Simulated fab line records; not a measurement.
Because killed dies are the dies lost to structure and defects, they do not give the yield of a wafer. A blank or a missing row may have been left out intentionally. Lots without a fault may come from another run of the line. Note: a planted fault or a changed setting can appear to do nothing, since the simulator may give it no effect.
fab line records	flow n5_finfet
record: lots: 12	wafers: 30	last_day: 18
route steps=1938 shown BEOL_M0@736 BEOL_M4@1111 PASSIVATION@1936
lots with no fault: from the same line, run without faults
start_h: the number of hours between the record's first day and the start of the first shown wafer of the lot	wait_h: hours since the lot's step before	" the same as in the row above	L1.1+2: a row that stands for several wafers	- no value present, or no start provided	* or withheld: withheld	< > ~ a bound
route shown NAME@n: NAME is a module with steps in the file, n the number in the route of the first one	usual: the fault-free wafers' mean and standard deviation	same: alike in all rows	chamber/n: place in a boat	sites: readings site by site	_std_site: standard deviation of those values	_edge_site: the outer-site mean with the inner-site mean subtracted	radius_mm: for every site, how far away it sits from the centre of the wafer	mask NAME#n: copy n	behind: tool/chamber where the wafer was last shaped	hold: cause of the lot's hold/its duration in hours/its outcome	device: the n, p or np transistor that did not switch	end of line: tests of these same wafers at the route's end	step lacking rows: just its recipe	killed: dies lost to structure and defects at the first sort, not the wafer's yield	map: shows each die of a wafer: x if killed, . if not, _ if none is there
set.NAME: setting as actually run; set.NAME@STEP: the setting as run at that earlier step	model.NAME: the simulator's own value behind a step, which no gauge read
one table for each step of the route and one row for each wafer, over a sample of lots
services: when a tool's chamber went out of use (start_h, in hours from the record's first day, below 0 if earlier), for how many hours, and the reason
== steps ==
step: N5_BEOL_M0_SPUTTER_132
recipe: material: Cu	target_thk_a: 40	temp_c: -20	chamber_pressure_pa: 0.07	power_w: withheld	time_s: 7.37
usual: throttle_valve_pct: 30.2/0.96
lot.wafer	tool	chamber	start_h	wait_h	throttle_valve_pct
L653.4	pvd_sputter-02	-	121.40	0.0	29.7
L653.6	"	-	"	"	29.9
L654.1	pvd_sputter-01	-	132.52	0.0	28.7
L654.2	"	-	"	"	31.4
L654.4	"	-	"	"	30.4
L655.2	pvd_sputter-03	-	132.72	0.0	29.1
L655.3	"	-	"	"	29.7
L656.2	pvd_sputter-01	-	134.57	0.0	30.4
L656.5	"	-	"	"	29.9
L656.6	"	-	"	"	28.7
L658.3	pvd_sputter-01	-	144.13	0.0	30.3
L658.4	"	-	"	"	30.3
L658.6	"	-	"	"	31.6
L660.2	pvd_sputter-02	-	160.51	0.0	29.9
L660.3	"	-	"	"	30.1
L660.5	"	-	"	"	29.4
L668.2	pvd_sputter-01	-	216.34	0.0	30.3
L668.4	"	-	"	"	30.2
L668.6	"	-	"	"	28.6
L672.1	pvd_sputter-03	-	238.18	0.0	31.2
L672.6	"	-	"	"	31.7
L673.3	pvd_sputter-02	-	250.09	0.0	30.1
L673.5	"	-	"	"	29.9
L674.2	pvd_sputter-03	-	250.48	0.0	30.7
L674.4	"	-	"	"	29.7
L675.4	pvd_sputter-01	-	259.22	0.0	30.2
L675.5	"	-	"	"	30.1
L675.6	"	-	"	"	30.7
L676.2	pvd_sputter-03	-	259.40	0.0	31.7
L676.4	"	-	"	"	29.6
step: N5_BEOL_M0_ANNEAL_133
recipe: temp_c: 400	time_s: 60	ambient: vacuum
usual: heater_power_w: 816/58
lot.wafer	tool	chamber	start_h	wait_h	heater_power_w
L653.4	pvd_sputter-02	-	121.48	0.0	844
L653.6	"	-	"	"	819
L654.1	pvd_sputter-01	-	132.60	0.0	755
L654.2	"	-	"	"	777
L654.4	"	-	"	"	809
L655.2	pvd_sputter-03	-	132.80	0.0	862
L655.3	"	-	"	"	873
L656.2	pvd_sputter-01	-	134.65	0.0	797
L656.5	"	-	"	"	763
L656.6	"	-	"	"	743
L658.3	pvd_sputter-01	-	144.21	0.0	818
L658.4	"	-	"	"	733
L658.6	"	-	"	"	783
L660.2	pvd_sputter-02	-	160.59	0.0	931
L660.3	"	-	"	"	838
L660.5	"	-	"	"	783
L668.2	pvd_sputter-01	-	216.42	0.0	811
L668.4	"	-	"	"	750
L668.6	"	-	"	"	754
L672.1	pvd_sputter-03	-	238.26	0.0	784
L672.6	"	-	"	"	782
L673.3	pvd_sputter-02	-	250.17	0.0	950
L673.5	"	-	"	"	935
L674.2	pvd_sputter-03	-	250.56	0.0	802
L674.4	"	-	"	"	873
L675.4	pvd_sputter-01	-	259.30	0.0	753
L675.5	"	-	"	"	762
L675.6	"	-	"	"	824
L676.2	pvd_sputter-03	-	259.48	0.0	782
L676.4	"	-	"	"	909
step: N5_BEOL_M0_SPUTTER_141
recipe: material: Cu	target_thk_a: 40	temp_c: -20	chamber_pressure_pa: 0.07	power_w: withheld	time_s: 7.37
usual: throttle_valve_pct: 30.2/0.94
lot.wafer	tool	chamber	start_h	wait_h	throttle_valve_pct
L653.4	pvd_sputter-02	-	121.64	0.0	30.0
L653.6	"	-	"	"	29.7
L654.1	pvd_sputter-01	-	132.76	0.0	29.0
L654.2	"	-	"	"	31.6
L654.4	"	-	"	"	30.5
L655.2	pvd_sputter-03	-	132.96	0.0	28.9
L655.3	"	-	"	"	29.7
L656.2	pvd_sputter-01	-	134.81	0.0	30.6
L656.5	"	-	"	"	30.1
L656.6	"	-	"	"	28.5
L658.3	pvd_sputter-01	-	144.37	0.0	30.4
L658.4	"	-	"	"	30.3
L658.6	"	-	"	"	31.8
L660.2	pvd_sputter-02	-	160.75	0.0	30.0
L660.3	"	-	"	"	29.9
L660.5	"	-	"	"	29.5
L668.2	pvd_sputter-01	-	216.58	0.0	30.5
L668.4	"	-	"	"	30.1
L668.6	"	-	"	"	29.0
L672.1	pvd_sputter-03	-	238.42	0.0	31.2
L672.6	"	-	"	"	31.5
L673.3	pvd_sputter-02	-	250.33	0.0	29.9
L673.5	"	-	"	"	29.9
L674.2	pvd_sputter-03	-	250.72	0.0	30.8
L674.4	"	-	"	"	29.6
L675.4	pvd_sputter-01	-	259.46	0.0	30.0
L675.5	"	-	"	"	30.2
L675.6	"	-	"	"	30.3
L676.2	pvd_sputter-03	-	259.64	0.0	31.3
L676.4	"	-	"	"	29.4
step: N5_BEOL_M0_ECD_118
recipe: material: Cu	target_thk_a: 3000
lot.wafer	tool	chamber	start_h	wait_h
L653.4+6	ecd_cu-01	1,0	121.78	0.1
L654.1+2+4	ecd_cu-02	1,0,0	132.87	0.1
L655.2+3	ecd_cu-02	0,1	133.08	0.1
L656.2+5+6	ecd_cu-01	0,1,0	134.93	0.1
L658.3+4+6	ecd_cu-01	0,1,0	144.50	0.1
L660.2+3+5	ecd_cu-02	0	160.87	0.1
L668.2+4+6	ecd_cu-02	1,0,0	216.70	0.1
L672.1+6	ecd_cu-02	1	238.53	0.1
L673.3+5	ecd_cu-02	0	250.47	0.1
L674.2+4	ecd_cu-01	0	250.83	0.1
L675.4+5+6	ecd_cu-02	1,0,1	259.59	0.1
L676.2+4	ecd_cu-01	0	259.75	0.1
step: N5_BEOL_M0_CMP_120
recipe: stop_on: SiOC	t_overpolish_s: 6.9	down_force_psi: 1	platen_rpm: 50	clearing_platen_down_force_psi: 1.5	clearing_platen_rpm: 50	post_cmp_clean: cu_alkaline	clearing_platen_pad_velocity_m_s: 0.99484	pad_velocity_m_s: 0.99484
usual: clearing_platen_rpm: 50.004/0.026	motor_current_A: 6.0/0.61	slurry_flow_ml_min: 150.0/0.5	time_to_endpoint_s: 63/4.7
lot.wafer	tool	chamber	start_h	wait_h	clearing_platen_rpm	motor_current_A	slurry_flow_ml_min	time_to_endpoint_s
L653.4	cmp-02	0	122.29	0.1	50.000	5.7	151.2	68
L653.6	"	0	"	"	50.033	5.8	151.0	67
L654.4	cmp-03	0	133.25	0.1	50.095	5.8	149.8	75
L654.1	"	1	"	"	50.056	5.5	150.7	69
L654.2	"	2	"	"	49.967	7.3	149.1	61
L655.2	cmp-02	3	133.55	0.2	49.972	6.5	148.9	64
L655.3	"	0	"	"	50.060	5.9	149.8	69
L656.2	cmp-02	3	135.73	0.3	50.008	6.2	150.0	68
L656.5	"	0	"	"	50.005	6.0	149.9	70
L656.6	"	1	"	"	50.020	6.0	149.7	65
L658.3	cmp-01	2	144.86	0.2	49.992	5.9	150.1	68
L658.4	"	0	"	"	49.998	5.6	150.1	56
L658.6	"	2	"	"	49.999	6.0	149.9	87
L660.2	cmp-01	2	161.35	0.2	50.033	5.9	149.3	64
L660.3	"	0	"	"	49.959	5.5	149.9	54
L660.5	"	2	"	"	50.006	5.9	149.3	66
L668.2	cmp-01	3	218.07	0.3	50.018	4.9	150.6	63
L668.4	"	0	"	"	50.017	5.6	149.9	54
L668.6	"	2	"	"	50.021	6.0	150.2	65
L672.1	cmp-03	2	238.95	0.3	50.017	7.7	150.5	65
L672.6	"	1	"	"	49.994	5.4	150.1	71
L673.3	cmp-03	3	250.94	0.3	50.020	5.8	150.5	56
L673.5	"	1	"	"	50.026	5.8	150.4	66
L674.2	cmp-02	1	251.21	0.2	49.986	5.9	149.8	60
L674.4	"	2	"	"	50.011	6.1	150.6	56
L675.4	cmp-01	1	260.02	0.2	49.997	7.1	149.3	60
L675.5	"	3	"	"	50.019	4.8	149.7	58
L675.6	"	0	"	"	49.994	5.5	149.9	57
L676.4	cmp-02	0	260.26	0.2	50.008	5.7	149.9	67
L676.2	"	2	"	"	50.000	6.1	149.7	62
step: N5_BEOL_M4_RC_MEAS_101
usual: DIBL_N: 36.1/2	DIBL_P: 36.3/2.5	IOFF_N: 0.16/0.037	IOFF_P: 0.21/0.039	ION_N: 678/15	ION_P: 465/8.7	SS_N: 71.4/0.7	SS_P: 73.3/0.74	VT_N: 249/3.6	VT_P: -250.0/2.9
lot.wafer	tool	chamber	start_h	wait_h	DIBL_N[mV/V]	DIBL_P[mV/V]	IOFF_N[nA/um]	IOFF_P[nA/um]	ION_N[uA/um]	ION_P[uA/um]	SS_N[mV/dec]	SS_P[mV/dec]	VT_N[mV]	VT_P[mV]
L653.4	prober-01	0	162.15	0.5	35.5	36.4	0.16	0.26	669	475	72.2	73.6	251	-243.3
L653.6	"	0	"	"	33.2	33.5	0.11	0.20	649	462	71.1	72.7	257	-247.6
L654.1	prober-02	0	178.41	0.0	38.3	39.1	0.24	0.29	711	482	71.9	73.6	241	-245.8
L654.2	"	0	"	"	35.3	35.5	0.16	0.22	670	465	71.7	71.8	249	-248.4
L654.4	"	0	"	"	35.2	36.0	0.16	0.23	671	465	71.8	72.8	245	-249.0
L656.2	prober-02	0	181.22	0.2	33.3	30.4	0.09	0.15	643	452	70.6	72.3	257	-252.8
L656.5	"	0	"	"	36.9	35.9	0.14	0.21	684	470	71.0	72.7	250	-250.1
L656.6	"	0	"	"	33.6	30.2	0.09	0.14	642	443	70.6	71.8	258	-255.9
L655.2	prober-01	0	191.52	0.2	35.7	35.4	0.14	0.17	675	457	70.6	73.0	254	-255.2
L655.3	"	0	"	"	37.6	37.8	0.18	0.22	674	460	72.1	74.7	249	-249.7
L658.3	prober-02	0	198.11	0.3	36.2	37.4	0.16	0.21	679	463	71.7	73.2	249	-253.5
L658.4	"	0	"	"	34.6	35.8	0.13	0.18	671	466	71.1	72.5	256	-253.8
L658.6	"	0	"	"	37.3	39.0	0.19	0.23	688	467	72.2	74.0	250	-251.7
L660.2	prober-02	0	199.78	0.2	32.3	30.4	0.09	0.14	653	459	70.1	71.2	257	-253.7
L660.3	"	0	"	"	34.5	33.9	0.12	0.18	666	465	71.4	73.0	251	-250.1
L660.5	"	0	"	"	37.8	38.5	0.17	0.25	672	467	71.9	73.8	248	-247.8
L668.2	prober-02	0	285.04	0.7	38.7	38.7	0.22	0.25	690	463	72.0	74.1	246	-247.5
L668.4	"	0	"	"	37.1	37.5	0.20	0.23	690	469	71.7	72.8	246	-248.3
L668.6	"	0	"	"	38.4	39.5	0.22	0.27	697	469	72.0	74.3	242	-247.3
L674.2	prober-02	0	306.21	0.2	38.5	39.9	0.21	0.22	685	455	72.0	74.3	248	-252.6
L674.4	"	0	"	"	35.2	34.9	0.15	0.16	671	451	70.6	72.9	252	-256.1
L672.1	prober-02	0	308.27	0.0	34.5	35.3	0.15	0.20	690	476	71.0	72.5	249	-250.5
L672.6	"	0	"	"	34.3	35.2	0.13	0.19	660	453	70.8	72.5	252	-249.1
L676.2	prober-02	0	313.26	0.2	34.2	34.1	0.13	0.18	676	466	70.1	73.3	251	-251.3
L676.4	"	0	"	"	36.9	37.5	0.16	0.23	672	468	71.6	74.1	251	-249.1
L673.3	prober-02	0	318.94	0.3	35.6	35.0	0.15	0.20	675	466	71.8	73.3	250	-247.7
L673.5	"	0	"	"	33.9	33.2	0.13	0.20	679	471	70.7	73.0	252	-248.3
L675.4	prober-01	0	325.44	0.5	39.8	41.0	0.25	0.31	702	476	72.3	74.4	242	-245.9
L675.5	"	0	"	"	36.3	37.9	0.17	0.25	687	474	71.1	74.2	246	-244.9
L675.6	"	0	"	"	37.8	38.1	0.21	0.24	689	460	72.4	74.1	244	-248.1
step: N5_PASSIVATION_PROBE_49
usual: defect_limited_yield: 91.1/1.3	killed_at_M0_to_M3: 32/9.7	killed_at_M4_up: 16/6	killed_at_contacts: 12/5.9	killed_at_front_end: 41/11	killed_at_other: 4/3.1	killed_dies: 104/16	killed_open: 68/12	killed_short: 34/7.4	sort_bin_5_function: 5.1/0.85	sort_bin_6_memory: 3.3/0.66	sort_bin_8_speed: 0.1/0.53	sort_n_pass: 1075/16	sort_yield_pct: 91.1/1.4
same: gross_dies: 1180	killed_at_back_side: 0	sort_bin_4_leakage[%]: 0
lot.wafer	tool	chamber	start_h	wait_h	defect_limited_yield[%]	killed_at_M0_to_M3	killed_at_M4_up	killed_at_contacts	killed_at_front_end	killed_at_other	killed_dies	killed_open	killed_short	sort_bin_5_function[%]	sort_bin_6_memory[%]	sort_bin_8_speed[%]	sort_n_pass	sort_yield_pct[%]
L668.2	prober-02	-	399.00	0.1	89.8	45	10	10	55	0	120	81	31	5.7	3.8	0	1060	89.8
L668.4	prober-02	-	399.10	0.2	88.7	43	11	14	57	8	133	81	48	5.4	4.9	0	1047	88.7
L668.6	prober-02	-	399.20	0.3	90.2	63	6	11	33	3	116	79	37	6.3	3.3	0	1064	90.2
killed by level:class
L668.2 FIN_SAQP:geometric_particle:open=14 BEOL_M3:geometric_particle:open=12 BEOL_M0_SAQP:geometric_particle:open=11 FIN_SAQP:geometric_particle:short=10 BEOL_M2:geometric_particle:open=9 HKMG_FIN:area_etch=8 MOL_CONTACT_COAG:geometric_particle:open=7 BEOL_M0_SAQP:geometric_particle:short=7
L668.4 FIN_SAQP:geometric_particle:open=14 MOL_CONTACT_COAG:geometric_particle:open=13 BEOL_M0_SAQP:geometric_particle:short=13 BEOL_M2:geometric_particle:open=11 FIN_SAQP:geometric_particle:short=10 BEOL_M0_SAQP:geometric_particle:open=7 BEOL_M3:geometric_particle:open=5 STI_FIN_REVEAL:geometric_particle:open=4
L668.6 BEOL_M2:geometric_particle:open=16 BEOL_M0_SAQP:geometric_particle:short=14 BEOL_M0_SAQP:geometric_particle:open=13 FIN_SAQP:geometric_particle:open=11 MOL_CONTACT_COAG:geometric_particle:open=10 FIN_SAQP:geometric_particle:short=8 BEOL_M3:geometric_particle:open=8 STI_FIN_REVEAL:geometric_particle:open=4
== services ==
tool	chamber	start_h	hours	kind
pvd_sputter-02	-	101.43	1.7	repair
pvd_sputter-01	-	118.52	3.9	repair
cmp-03	-	119.44	0.9	repair
ecd_cu-02	-	136.71	2.0	repair
cmp-01	-	147.27	0.3	repair
cmp-01	-	151.92	1.6	repair
cmp-02	-	155.54	2.0	repair
cmp-02	-	163.44	3.8	pm
cmp-03	-	185.96	4.0	pm
cmp-03	-	189.96	-	consumable_replace:conditioner
cmp-03	-	189.96	-	consumable_replace:pad
cmp-03	-	202.86	7.1	pm
ecd_cu-02	-	254.18	1.9	repair
== key ==
first_sign: step: N5_BEOL_M0_CMP_120	reading: time_to_endpoint_s	direction: up	sigmas: 5.1	usual: *	struck: *
effect none on later readings
met_at N5_BEOL_M0_ECD_118
struck_lots L658
struck_wafers L658.6
not_acting_at N5_BEOL_M0_SPUTTER_132,N5_BEOL_M0_ANNEAL_133,N5_BEOL_M0_SPUTTER_141
onset_between 134.93 144.50
fault: kind: process_parameter_drift	tool: ecd_cu-01	chamber: -	onset_h: 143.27	steps: N5_BEOL_M0_ECD_118	channel: target_thk_a	offset: *	shape: step	end_h: 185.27	scope: struck_wafers_only	acts_in: *	stated: *
